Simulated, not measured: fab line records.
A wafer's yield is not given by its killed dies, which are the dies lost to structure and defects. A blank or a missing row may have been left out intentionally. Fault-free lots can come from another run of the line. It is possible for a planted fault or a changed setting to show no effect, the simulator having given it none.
fab line records	flow n5_finfet
[record] lots = 24	wafers = 72	last_day = 17
route steps=1938 shown SDB@374 DUMMY_REMOVAL@381 HKMG_FIN@386
lots with no fault: from the same line, run without faults
start_h: start of the lot's first displayed wafer, in hours after the record's first day	wait_h: hours elapsed since this lot's preceding step	" same as the row above	L1.1+2: a single row standing in for several wafers	- either no value or no given start	* or withheld: withheld	< > ~ a bound
route shown NAME@n: NAME is a module with steps in the file, n the number in the route of the first one	usual: mean/standard deviation taken from wafers without a fault	same: alike in all rows	chamber/n: place in a boat	sites: per-site readings	_std_site: how widely they spread, as a standard deviation	_edge_site: the outer-site mean with the inner-site mean subtracted	radius_mm: how far each site lies from the wafer's centre	mask NAME#n: copy n	behind: the most recent tool/chamber to have shaped the wafer	hold: why the lot was held/for how many hours/how that ended	device: the n, p or np transistor that did not switch	end of line: the route-end tests of the same wafers	where a step has no rows: the recipe by itself	killed: count of dies lost to structure and defects at first sort (not the wafer's yield)	map: dies across one wafer; x = killed, . = not, _ = none there
set.NAME: the run value of the setting; set.NAME@STEP: its run value at that earlier step	model.NAME: the simulator's own value behind a step, which no gauge read
route steps across a sampled set of lots; one table per step, one row per wafer
services: when a tool's chamber went out of use (start_h, in hours from the record's first day, below 0 if earlier), for how many hours, and the reason
[[steps]]
[step N5_SDB_CMP_30]
[recipe] stop_on = poly-Si	t_overpolish_s = 1.54	post_cmp_clean = alkaline_brush	down_force_psi = 4.1491	platen_rpm = 51.796	pad_velocity_m_s = 1.0306	target_thk_nm = 30
[usual] motor_current_A = 12.8/1.3	overpolish_run_s = 1.540/0.0086	time_to_endpoint_s = 18/3.8
[same] t_overpolish_s = 1.54
lot.wafer	tool	chamber	start_h	wait_h	motor_current_A	overpolish_run_s	time_to_endpoint_s
L074.4	cmp-01	3	69.93	1.4	12.7	1.535	22
L074.3	"	1	"	"	13.9	1.549	13
L074.5	"	3	"	"	13.8	1.549	23
L075.1	cmp-03	1	80.09	1.4	11.2	1.535	12
L075.3	"	3	"	"	14.0	1.536	17
L075.2	"	0	"	"	11.3	1.554	14
L076.2	cmp-03	2	82.27	1.5	12.5	1.533	9
L076.3	"	3	"	"	14.4	1.534	14
L076.6	"	1	"	"	10.3	1.543	12
L077.1	cmp-04	1	92.41	1.4	10.5	1.539	17
L077.3	"	3	"	"	11.2	1.552	18
L077.6	"	2	"	"	13.5	1.526	22
L078.1	cmp-03	0	93.80	1.5	11.7	1.553	17
L078.5	"	2	"	"	11.9	1.531	12
L078.6	"	3	"	"	14.0	1.527	20
L079.4	cmp-04	2	100.80	1.4	13.6	1.543	22
L079.3	"	1	"	"	10.6	1.543	13
L079.5	"	2	"	"	13.6	1.540	20
L080.4	cmp-04	3	105.28	0.0	11.2	1.538	17
L080.2	"	1	"	"	10.0	1.535	16
L080.6	"	3	"	"	11.8	1.544	16
L081.2	cmp-01	3	111.39	1.9	12.8	1.544	25
L081.4	"	0	"	"	12.5	1.546	21
L081.3	"	2	"	"	14.2	1.545	20
L082.3	cmp-04	2	120.45	3.0	13.7	1.536	17
L082.2	"	3	"	"	11.8	1.543	15
L082.6	"	0	"	"	13.6	1.538	17
L083.1	cmp-01	3	124.82	1.5	12.6	1.537	24
L083.4	"	0	"	"	13.1	1.538	19
L083.5	"	2	"	"	14.0	1.542	21
L084.1	cmp-03	2	133.04	1.4	12.4	1.530	10
L084.3	"	0	"	"	11.5	1.525	16
L084.6	"	3	"	"	14.9	1.534	17
L085.3	cmp-03	3	136.49	1.4	14.6	1.534	15
L085.2	"	2	"	"	12.4	1.531	10
L085.6	"	0	"	"	11.3	1.522	15
L086.4	cmp-01	1	144.75	1.5	13.7	1.530	17
L086.3	"	3	"	"	13.0	1.544	25
L086.1	"	0	"	"	13.0	1.552	21
L087.2	cmp-01	0	151.15	1.4	13.3	1.542	19
L087.1	"	1	"	"	14.0	1.537	16
L087.3	"	2	"	"	14.2	1.545	21
L088.1	cmp-01	0	154.44	1.4	13.2	1.535	19
L088.4	"	2	"	"	13.5	1.532	21
L088.5	"	0	"	"	12.3	1.542	20
L089.2	cmp-01	1	162.66	1.5	13.4	1.539	17
L089.5	"	3	"	"	12.8	1.538	24
L089.6	"	0	"	"	12.9	1.535	18
L090.2	cmp-01	1	164.46	1.4	14.6	1.538	17
L090.3	"	3	"	"	12.8	1.547	24
L090.5	"	2	"	"	14.5	1.538	25
L091.3	cmp-01	3	171.37	1.4	13.6	1.541	24
L091.1	"	2	"	"	13.3	1.525	23
L091.5	"	3	"	"	13.2	1.550	25
L092.4	cmp-01	1	180.11	1.4	14.4	1.533	18
L092.2	"	2	"	"	13.2	1.537	20
L092.5	"	1	"	"	14.0	1.530	15
L093.3	cmp-03	2	183.94	1.5	12.4	1.557	11
L093.5	"	0	"	"	11.7	1.538	15
L093.6	"	1	"	"	11.0	1.537	14
L094.2	cmp-04	1	189.68	1.4	10.1	1.530	15
L094.4	"	0	"	"	13.8	1.549	19
L094.6	"	2	"	"	13.3	1.541	18
L095.4	cmp-04	0	196.41	1.4	13.6	1.525	19
L095.2	"	1	"	"	10.7	1.528	14
L095.1	"	2	"	"	13.6	1.537	19
L096.1	cmp-03	2	202.95	1.5	12.0	1.537	10
L096.5	"	3	"	"	15.0	1.543	17
L096.6	"	0	"	"	10.7	1.544	14
L097.2	cmp-04	2	208.14	1.5	13.4	1.547	20
L097.5	"	1	"	"	10.4	1.546	16
L097.6	"	2	"	"	13.0	1.550	20
[step N5_SDB_INSPECT_36]
[recipe] inspect_instrument = darkfield	mode = post_cmp
[usual] raw_defect_count = 41/21
lot.wafer	tool	chamber	start_h	wait_h	raw_defect_count
L074.3	defect_inspect-01	-	70.25	0.0	33
L074.4	"	-	"	"	23
L074.5	"	-	"	"	25
L075.1	defect_inspect-01	-	80.41	0.0	20
L075.2	"	-	"	"	29
L075.3	"	-	"	"	28
L076.2	defect_inspect-02	-	82.51	0.0	45
L076.3	"	-	"	"	13
L076.6	"	-	"	"	19
L077.1	defect_inspect-02	-	92.73	0.0	23
L077.3	"	-	"	"	32
L077.6	"	-	"	"	18
L078.1	defect_inspect-01	-	94.04	0.0	99
L078.5	"	-	"	"	75
L078.6	"	-	"	"	67
L079.3	defect_inspect-02	-	101.12	0.0	39
L079.4	"	-	"	"	38
L079.5	"	-	"	"	48
L080.2	defect_inspect-02	-	105.60	0.0	47
L080.4	"	-	"	"	39
L080.6	"	-	"	"	49
L081.2	defect_inspect-01	-	111.71	0.0	33
L081.3	"	-	"	"	46
L081.4	"	-	"	"	25
L082.2	defect_inspect-01	-	120.69	0.0	37
L082.3	"	-	"	"	70
L082.6	"	-	"	"	43
L083.1	defect_inspect-01	-	125.07	0.0	23
L083.4	"	-	"	"	53
L083.5	"	-	"	"	10
L084.1	defect_inspect-02	-	133.36	0.0	56
L084.3	"	-	"	"	31
L084.6	"	-	"	"	41
L085.2	defect_inspect-02	-	136.81	0.0	49
L085.3	"	-	"	"	23
L085.6	"	-	"	"	50
L086.1	defect_inspect-01	-	145.07	0.0	43
L086.3	"	-	"	"	50
L086.4	"	-	"	"	21
L087.1	defect_inspect-01	-	151.43	0.0	49
L087.2	"	-	"	"	44
L087.3	"	-	"	"	22
L088.1	defect_inspect-01	-	154.72	0.0	23
L088.4	"	-	"	"	22
L088.5	"	-	"	"	37
L089.2	defect_inspect-01	-	162.91	0.0	29
L089.5	"	-	"	"	25
L089.6	"	-	"	"	33
L090.2	defect_inspect-02	-	164.78	0.0	38
L090.3	"	-	"	"	39
L090.5	"	-	"	"	75
L091.1	defect_inspect-02	-	171.69	0.0	28
L091.3	"	-	"	"	32
L091.5	"	-	"	"	47
L092.2	defect_inspect-02	-	180.39	0.0	70
L092.4	"	-	"	"	44
L092.5	"	-	"	"	57
L093.3	defect_inspect-02	-	184.19	0.0	15
L093.5	"	-	"	"	29
L093.6	"	-	"	"	23
L094.2	defect_inspect-01	-	190.00	0.0	21
L094.4	"	-	"	"	17
L094.6	"	-	"	"	15
L095.1	defect_inspect-01	-	196.70	0.0	40
L095.2	"	-	"	"	86
L095.4	"	-	"	"	37
L096.1	defect_inspect-01	-	203.16	0.0	28
L096.5	"	-	"	"	63
L096.6	"	-	"	"	27
L097.2	defect_inspect-02	-	208.42	0.0	50
L097.5	"	-	"	"	47
L097.6	"	-	"	"	44
[step N5_DUMMY_REMOVAL_INSPECT_06]
[recipe] inspect_instrument = brightfield	mode = aei
[usual] raw_defect_count = 14/6
lot.wafer	tool	chamber	start_h	wait_h	raw_defect_count
L074.3	defect_inspect-02	-	70.55	0.0	14
L074.4	"	-	"	"	10
L074.5	"	-	"	"	10
L075.1	defect_inspect-02	-	80.64	0.0	7
L075.2	"	-	"	"	19
L075.3	"	-	"	"	12
L076.2	defect_inspect-02	-	82.75	0.0	19
L076.3	"	-	"	"	11
L076.6	"	-	"	"	10
L077.1	defect_inspect-01	-	93.07	0.0	8
L077.3	"	-	"	"	7
L077.6	"	-	"	"	9
L078.1	defect_inspect-01	-	94.27	0.0	14
L078.5	"	-	"	"	19
L078.6	"	-	"	"	19
L079.3	defect_inspect-02	-	101.72	0.0	12
L079.4	"	-	"	"	19
L079.5	"	-	"	"	8
L080.2	defect_inspect-01	-	105.83	0.0	11
L080.4	"	-	"	"	14
L080.6	"	-	"	"	18
L081.2	defect_inspect-01	-	111.96	0.0	7
L081.3	"	-	"	"	12
L081.4	"	-	"	"	9
L082.2	defect_inspect-02	-	120.92	0.0	22
L082.3	"	-	"	"	19
L082.6	"	-	"	"	15
L083.1	defect_inspect-02	-	125.31	0.0	10
L083.4	"	-	"	"	9
L083.5	"	-	"	"	9
L084.1	defect_inspect-01	-	133.80	0.0	16
L084.3	"	-	"	"	8
L084.6	"	-	"	"	17
L085.2	defect_inspect-02	-	137.04	0.0	14
L085.3	"	-	"	"	11
L085.6	"	-	"	"	9
L086.1	defect_inspect-01	-	145.34	0.0	12
L086.3	"	-	"	"	11
L086.4	"	-	"	"	6
L087.1	defect_inspect-02	-	151.66	0.0	7
L087.2	"	-	"	"	23
L087.3	"	-	"	"	8
L088.1	defect_inspect-01	-	154.95	0.0	19
L088.4	"	-	"	"	13
L088.5	"	-	"	"	17
L089.2	defect_inspect-02	-	163.27	0.0	14
L089.5	"	-	"	"	17
L089.6	"	-	"	"	6
L090.2	defect_inspect-01	-	165.01	0.0	11
L090.3	"	-	"	"	12
L090.5	"	-	"	"	14
L091.1	defect_inspect-01	-	171.91	0.0	18
L091.3	"	-	"	"	21
L091.5	"	-	"	"	34
L092.2	defect_inspect-02	-	180.65	0.0	15
L092.4	"	-	"	"	16
L092.5	"	-	"	"	19
L093.3	defect_inspect-02	-	184.44	0.0	9
L093.5	"	-	"	"	25
L093.6	"	-	"	"	17
L094.2	defect_inspect-01	-	190.26	0.0	18
L094.4	"	-	"	"	12
L094.6	"	-	"	"	10
L095.1	defect_inspect-01	-	196.93	0.0	13
L095.2	"	-	"	"	13
L095.4	"	-	"	"	10
L096.1	defect_inspect-02	-	203.39	0.0	6
L096.5	"	-	"	"	29
L096.6	"	-	"	"	12
L097.2	defect_inspect-02	-	208.68	0.0	4
L097.5	"	-	"	"	22
L097.6	"	-	"	"	16
[step N5_HKMG_FIN_HK_ALD_01]
[recipe] material = HfO2	target_thk_a = 16	temp_c = withheld	ald_precursor_family = HfCl4	ald_co_reactant = H2O	pulse_time_s = 3	purge_time_s = 3	co_reactant_purge_time_s = 2.5	co_reactant_pulse_time_s = 0.3	ald_cycles = 30
[usual] precursor_pulse_height_rel = 1.002/0.019
lot.wafer	tool	chamber	start_h	wait_h	precursor_pulse_height_rel
L074.3	ald_hk-03	1	70.90	0.0	0.990
L074.4	"	2	"	"	1.002
L074.5	"	1	"	"	1.003
L075.1	ald_hk-03	1	81.18	0.0	1.030
L075.2	"	3	"	"	0.993
L075.3	"	0	"	"	1.002
L076.2	ald_hk-03	0	83.14	0.0	0.997
L076.3	"	1	"	"	1.057
L076.6	"	2	"	"	1.042
L077.1	ald_hk-03	0	93.43	0.0	0.981
L077.3	"	1	"	"	0.974
L077.6	"	0	"	"	1.021
L078.1	ald_hk-03	1	94.63	0.0	0.998
L078.5	"	3	"	"	1.015
L078.6	"	2	"	"	0.989
L079.3	ald_hk-02	1	102.08	0.0	0.983
L079.4	"	2	"	"	1.016
L079.5	"	2	"	"	1.017
L080.2	ald_hk-01	2	106.19	0.0	0.961
L080.4	"	3	"	"	0.999
L080.6	"	2	"	"	0.969
L081.2	ald_hk-01	1	112.32	0.0	1.000
L081.3	"	2	"	"	0.982
L081.4	"	0	"	"	1.003
L082.2	ald_hk-02	1	121.28	0.0	1.018
L082.3	"	2	"	"	0.994
L082.6	"	2	"	"	1.008
L083.1	ald_hk-01	0	125.67	0.0	0.986
L083.4	"	2	"	"	0.974
L083.5	"	0	"	"	0.989
L084.1	ald_hk-02	1	134.16	0.0	0.991
L084.3	"	3	"	"	1.005
L084.6	"	3	"	"	0.981
L085.2	ald_hk-01	2	137.39	0.0	0.985
L085.3	"	0	"	"	0.976
L085.6	"	0	"	"	1.000
L086.1	ald_hk-02	0	145.69	0.0	0.991
L086.3	"	2	"	"	1.006
L086.4	"	3	"	"	0.989
L087.1	ald_hk-03	1	152.02	0.0	0.981
L087.2	"	0	"	"	0.964
L087.3	"	2	"	"	1.039
L088.1	ald_hk-02	2	155.31	0.0	1.049
L088.4	"	0	"	"	0.992
L088.5	"	0	"	"	0.996
L089.2	ald_hk-01	2	163.63	0.0	1.017
L089.5	"	0	"	"	1.011
L089.6	"	1	"	"	1.003
L090.2	ald_hk-01	1	165.37	0.0	0.992
L090.3	"	3	"	"	1.009
L090.5	"	1	"	"	1.013
L091.1	ald_hk-02	1	172.27	0.0	1.004
L091.3	"	0	"	"	1.001
L091.5	"	0	"	"	0.993
L092.2	ald_hk-03	2	181.01	0.0	1.003
L092.4	"	1	"	"	1.037
L092.5	"	2	"	"	1.001
L093.3	ald_hk-02	2	184.79	0.0	1.015
L093.5	"	0	"	"	0.964
L093.6	"	1	"	"	0.978
L094.2	ald_hk-01	1	190.62	0.0	0.984
L094.4	"	2	"	"	1.014
L094.6	"	1	"	"	1.022
L095.1	ald_hk-02	3	197.29	0.0	1.021
L095.2	"	1	"	"	0.953
L095.4	"	2	"	"	1.005
L096.1	ald_hk-01	2	203.74	0.0	1.024
L096.5	"	2	"	"	1.018
L096.6	"	3	"	"	1.013
L097.2	ald_hk-03	3	209.09	0.1	1.001
L097.5	"	2	"	"	1.044
L097.6	"	3	"	"	0.998
[step N5_HKMG_FIN_ALD_75]
[recipe] material = Al2O3	target_thk_a = 10	temp_c = 150	ald_precursor_family = TMA	ald_co_reactant = H2O	pulse_time_s = withheld	co_reactant_pulse_time_s = 1
[usual] heater_power_w = 148/13	precursor_pulse_height_rel = 0.997/0.02	susceptor_temp_C = 149.99/0.15
lot.wafer	tool	chamber	start_h	wait_h	heater_power_w	precursor_pulse_height_rel	susceptor_temp_C
L074.3	ald_hk-02	1	71.46	0.1	141	0.993	149.86
L074.4	"	3	"	"	167	0.998	150.06
L074.5	"	0	"	"	155	0.986	149.66
L075.1	ald_hk-01	1	81.73	0.1	139	0.996	149.88
L075.2	"	2	"	"	154	1.010	150.00
L075.3	"	0	"	"	171	0.986	150.22
L076.2	ald_hk-01	2	83.70	0.1	158	0.991	149.90
L076.3	"	0	"	"	174	1.024	150.08
L076.6	"	1	"	"	138	0.982	150.05
L077.1	ald_hk-02	1	93.97	0.0	144	1.002	150.08
L077.3	"	0	"	"	148	1.006	149.72
L077.6	"	2	"	"	135	1.028	150.00
L078.1	ald_hk-02	0	95.10	0.0	155	1.004	149.90
L078.5	"	0	"	"	151	0.995	150.06
L078.6	"	3	"	"	166	1.006	149.97
L079.3	ald_hk-03	3	102.70	0.0	151	0.986	149.95
L079.4	"	1	"	"	125	0.967	150.19
L079.5	"	0	"	"	146	0.989	150.25
L080.2	ald_hk-03	0	106.66	0.0	141	0.996	150.22
L080.4	"	2	"	"	157	0.989	150.04
L080.6	"	0	"	"	150	1.016	150.06
L081.2	ald_hk-03	0	112.90	0.0	146	1.006	149.73
L081.3	"	1	"	"	128	0.955	149.88
L081.4	"	2	"	"	158	1.005	149.84
L082.2	ald_hk-03	0	121.76	0.0	146	0.995	150.07
L082.3	"	2	"	"	158	0.995	150.08
L082.6	"	3	"	"	145	1.054	149.91
L083.1	ald_hk-03	2	126.33	0.0	159	0.994	149.89
L083.4	"	3	"	"	144	0.999	149.56
L083.5	"	0	"	"	145	0.998	149.79
L084.1	ald_hk-03	1	134.63	0.0	132	0.987	150.02
L084.3	"	0	"	"	147	0.977	150.24
L084.6	"	1	"	"	129	0.957	150.00
L085.2	ald_hk-02	1	137.87	0.0	149	0.981	150.14
L085.3	"	2	"	"	142	1.003	150.19
L085.6	"	3	"	"	173	0.988	149.86
L086.1	ald_hk-03	0	146.17	0.0	147	0.983	149.91
L086.3	"	2	"	"	160	0.976	149.75
L086.4	"	3	"	"	143	0.988	149.87
L087.1	ald_hk-01	0	152.50	0.0	175	0.986	150.05
L087.2	"	3	"	"	144	0.990	149.97
L087.3	"	2	"	"	156	0.989	150.01
L088.1	ald_hk-03	0	155.79	0.0	146	1.002	150.03
L088.4	"	2	"	"	154	0.997	149.99
L088.5	"	3	"	"	148	1.005	150.14
L089.2	ald_hk-02	1	164.11	0.0	146	1.019	149.94
L089.5	"	2	"	"	141	1.004	149.95
L089.6	"	3	"	"	175	1.003	149.92
L090.2	ald_hk-02	2	165.85	0.0	137	0.973	149.92
L090.3	"	0	"	"	148	0.985	149.98
L090.5	"	0	"	"	154	1.036	150.05
L091.1	ald_hk-03	1	173.00	0.0	128	1.005	150.00
L091.3	"	0	"	"	147	1.002	149.94
L091.5	"	2	"	"	160	0.993	150.02
L092.2	ald_hk-01	3	181.49	0.0	139	1.002	149.74
L092.4	"	1	"	"	134	0.957	150.25
L092.5	"	3	"	"	142	0.987	149.90
L093.3	ald_hk-03	2	185.30	0.0	156	0.985	150.04
L093.5	"	1	"	"	126	1.006	150.16
L093.6	"	0	"	"	146	0.930	149.94
L094.2	ald_hk-02	2	191.10	0.0	143	0.980	149.90
L094.4	"	3	"	"	170	1.010	150.08
L094.6	"	2	"	"	140	1.015	149.98
L095.1	ald_hk-03	3	197.77	0.0	145	0.992	149.91
L095.2	"	0	"	"	146	1.006	149.95
L095.4	"	1	"	"	133	0.998	150.01
L096.1	ald_hk-02	3	204.32	0.0	170	0.998	149.94
L096.5	"	3	"	"	170	1.015	150.03
L096.6	"	2	"	"	139	1.009	149.86
L097.2	ald_hk-01	1	209.72	0.0	141	0.999	150.06
L097.5	"	3	"	"	142	0.999	149.90
L097.6	"	0	"	"	172	1.005	150.14
[step N5_HKMG_FIN_ETCH_31]
[recipe] chemistry = CF4	target = SiARC	target_depth_a = 455	mask_material = CAR-ArF	time_s = 75.8	ion_energy_ev = 80	pressure_mtorr = 40	source_w = 545	bias_w = 36	Ar_flow_sccm = 100	cf4_flow_sccm = 100	ends = cleared
[usual] drypump_motor_current_A = 5.60/0.29	etch_rf_on_time_s = 76.8/2.4	oes_product_au = 0.68/0.077	rf_vpp_V = 183.8/1	showerhead_plenum_p_Torr = 2.11/0.056	throttle_valve_pct = 15.62/0.23
lot.wafer	tool	chamber	start_h	wait_h	drypump_motor_current_A	etch_rf_on_time_s	oes_product_au	rf_hours_counter_h	rf_vpp_V	showerhead_plenum_p_Torr	throttle_valve_pct
L074.3	rie_diel-06	3	75.55	0.0	5.93	76.5	0.61	180	182.5	2.05	15.81
L074.4	"	0	"	"	6.03	79.7	0.80	-	184.9	2.09	15.26
L074.5	"	3	"	"	5.93	76.9	0.61	-	182.1	2.05	15.82
L075.1	rie_diel-06	0	85.69	0.0	6.01	80.6	0.78	10	183.8	2.09	15.28
L075.2	"	1	"	"	5.42	74.9	0.86	1	183.6	2.19	15.38
L075.3	"	2	"	"	5.53	73.6	0.78	41	185.1	2.19	15.45
L076.2	rie_diel-06	0	88.04	0.0	6.07	80.1	0.77	10	183.9	2.09	15.26
L076.3	"	3	"	"	5.92	76.5	0.62	186	183.4	2.05	15.82
L076.6	"	3	"	"	5.92	76.8	0.61	-	182.8	2.05	15.82
L077.1	rie_diel-02	0	98.39	0.0	5.70	78.4	0.63	181	182.6	2.05	15.80
L077.3	"	1	"	"	5.24	76.2	0.67	100	182.2	2.09	15.98
L077.6	"	0	"	"	5.70	79.3	0.62	-	183.6	2.05	15.82
L078.1	rie_diel-02	3	99.36	0.0	5.77	77.2	0.59	242	183.3	2.11	15.87
L078.5	"	1	"	"	5.24	76.7	0.67	-	185.7	2.09	16.00
L078.6	"	0	"	"	5.70	79.4	0.63	-	184.6	2.05	15.78
L079.3	rie_diel-03	0	106.87	0.0	5.10	74.2	0.61	212	184.1	2.21	15.56
L079.4	"	2	"	"	5.73	78.7	0.79	20	184.9	2.20	15.39
L079.5	"	1	"	"	5.23	77.4	0.71	-	184.1	2.07	15.42
L080.2	rie_diel-03	2	110.61	0.0	5.72	78.7	0.79	21	183.1	2.20	15.40
L080.4	"	0	"	"	5.10	73.9	0.61	213	184.8	2.21	15.58
L080.6	"	3	"	"	5.91	79.7	0.63	-	185.1	2.13	15.44
L081.2	rie_diel-03	1	117.11	0.0	5.22	77.6	0.70	92	183.5	2.07	15.44
L081.3	"	2	"	"	5.72	79.0	0.77	24	185.5	2.19	15.40
L081.4	"	3	"	"	5.90	80.3	0.63	142	184.1	2.13	15.46
L082.2	rie_diel-06	1	125.87	0.0	5.41	74.0	0.80	18	184.6	2.18	15.40
L082.3	"	3	"	"	5.92	77.3	0.60	202	184.3	2.04	15.86
L082.6	"	3	"	"	5.92	76.4	0.61	-	182.7	2.04	15.84
L083.1	rie_diel-03	3	130.44	0.0	5.93	80.3	0.62	147	184.9	2.12	15.47
L083.4	"	1	"	"	5.22	78.6	0.69	97	182.5	2.07	15.44
L083.5	"	0	"	"	5.08	75.1	0.60	-	185.6	2.21	15.58
L084.1	rie_diel-03	3	139.78	0.0	5.89	79.8	0.63	151	183.1	2.12	15.46
L084.3	"	2	"	"	5.70	78.8	0.77	31	184.6	2.19	15.43
L084.6	"	3	"	"	5.87	80.2	0.62	-	183.9	2.12	15.46
L085.2	rie_diel-02	0	141.83	0.0	5.67	77.7	0.62	201	182.9	2.04	15.83
L085.3	"	2	"	"	5.69	74.2	0.62	200	184.1	2.12	15.81
L085.6	"	0	"	"	5.68	78.2	0.61	-	183.3	2.04	15.85
L086.1	rie_diel-06	2	150.61	0.0	5.54	73.1	0.74	67	184.1	2.18	15.49
L086.3	"	1	"	"	5.42	72.1	0.79	26	185.0	2.18	15.43
L086.4	"	1	"	"	5.40	72.4	0.79	-	184.1	2.18	15.42
L087.1	rie_diel-06	1	157.09	0.0	5.39	74.2	0.78	29	184.7	2.18	15.42
L087.2	"	2	"	"	5.56	74.0	0.74	70	184.9	2.18	15.52
L087.3	"	0	"	"	6.01	80.4	0.74	30	184.0	2.08	15.30
L088.1	rie_diel-06	2	159.97	0.0	5.54	73.4	0.74	71	183.1	2.18	15.51
L088.4	"	3	"	"	5.93	75.6	0.61	212	183.9	2.04	15.86
L088.5	"	1	"	"	5.41	72.8	0.79	-	185.2	2.18	15.44
L089.2	rie_diel-02	3	168.08	0.0	5.77	73.9	0.81	7	183.4	2.10	15.38
L089.5	"	3	"	"	5.72	73.6	0.82	-	183.6	2.10	15.40
L089.6	"	0	"	"	5.69	78.8	0.61	-	182.7	2.04	15.86
L090.2	rie_diel-02	1	169.69	0.0	5.23	76.8	0.65	128	181.2	2.08	16.05
L090.3	"	0	"	"	5.67	78.8	0.61	210	181.3	2.04	15.87
L090.5	"	1	"	"	5.23	75.9	0.65	-	184.1	2.08	16.02
L091.1	rie_diel-03	3	177.46	0.0	5.93	78.9	0.62	163	185.4	2.12	15.49
L091.3	"	2	"	"	5.71	78.7	0.75	43	185.9	2.19	15.44
L091.5	"	0	"	"	5.10	73.2	0.60	-	185.6	2.20	15.62
L092.2	rie_diel-02	0	188.78	0.0	5.71	80.3	0.60	218	182.9	2.04	15.88
L092.4	"	2	"	"	5.69	76.1	0.60	220	184.0	2.11	15.85
L092.5	"	3	"	"	5.75	74.3	0.80	-	184.5	2.10	15.42
L093.3	rie_diel-03	1	189.99	0.0	5.22	78.5	0.67	117	183.4	2.06	15.48
L093.5	"	1	"	"	5.23	77.6	0.68	-	183.8	2.06	15.47
L093.6	"	2	"	"	5.70	79.8	0.74	-	184.8	2.19	15.44
L094.2	rie_diel-03	2	195.13	0.0	5.70	79.7	0.73	51	184.9	2.19	15.44
L094.4	"	3	"	"	5.94	80.4	0.61	171	184.6	2.12	15.51
L094.6	"	1	"	"	5.23	78.2	0.68	-	183.9	2.06	15.49
L095.1	rie_diel-02	2	201.85	0.0	5.72	74.4	0.60	223	182.8	2.11	15.87
L095.2	"	1	"	"	5.19	76.6	0.63	141	182.5	2.07	16.07
L095.4	"	0	"	"	5.70	79.0	0.60	221	183.4	2.04	15.87
L096.1	rie_diel-02	0	208.43	0.0	5.72	79.9	0.60	224	182.9	2.03	15.89
L096.5	"	0	"	"	5.69	79.0	0.60	-	182.8	2.03	15.90
L096.6	"	3	"	"	5.71	73.9	0.78	-	182.0	2.10	15.43
L097.2	rie_diel-02	0	213.62	0.0	5.70	79.8	0.59	226	180.9	2.03	15.88
L097.5	"	2	"	"	5.69	74.3	0.60	-	184.9	2.11	15.88
L097.6	"	1	"	"	5.22	75.8	0.64	-	182.8	2.07	16.07
[[services]]
tool	chamber	start_h	hours	kind
cmp-03	-	51.33	1.6	repair
cmp-03	-	59.37	3.5	repair
rie_diel-03	-	61.54	5.7	repair
rie_diel-02	0	68.45	6.2	repair
cmp-03	-	68.99	4.0	pm
cmp-04	-	77.16	1.1	repair
ald_hk-02	-	86.56	4.6	repair
ald_hk-01	-	90.80	14.6	pm
rie_diel-02	-	91.15	2.8	pm
rie_diel-06	0	91.22	16.7	repair
cmp-04	-	96.85	1.0	repair
ald_hk-02	-	102.65	0.9	repair
cmp-01	-	102.80	2.5	repair
cmp-04	-	106.25	0.8	repair
cmp-03	-	109.17	2.9	repair
rie_diel-02	1	112.26	2.7	repair
cmp-03	-	118.77	1.5	repair
cmp-01	-	123.45	1.3	repair
cmp-04	-	136.63	9.2	pm
cmp-01	-	186.87	1.3	repair
rie_diel-02	-	198.01	0.6	repair
rie_diel-02	1	204.08	6.8	repair
cmp-01	-	210.70	7.7	pm
ald_hk-03	-	213.47	1.2	pm
[[key]]
fault none
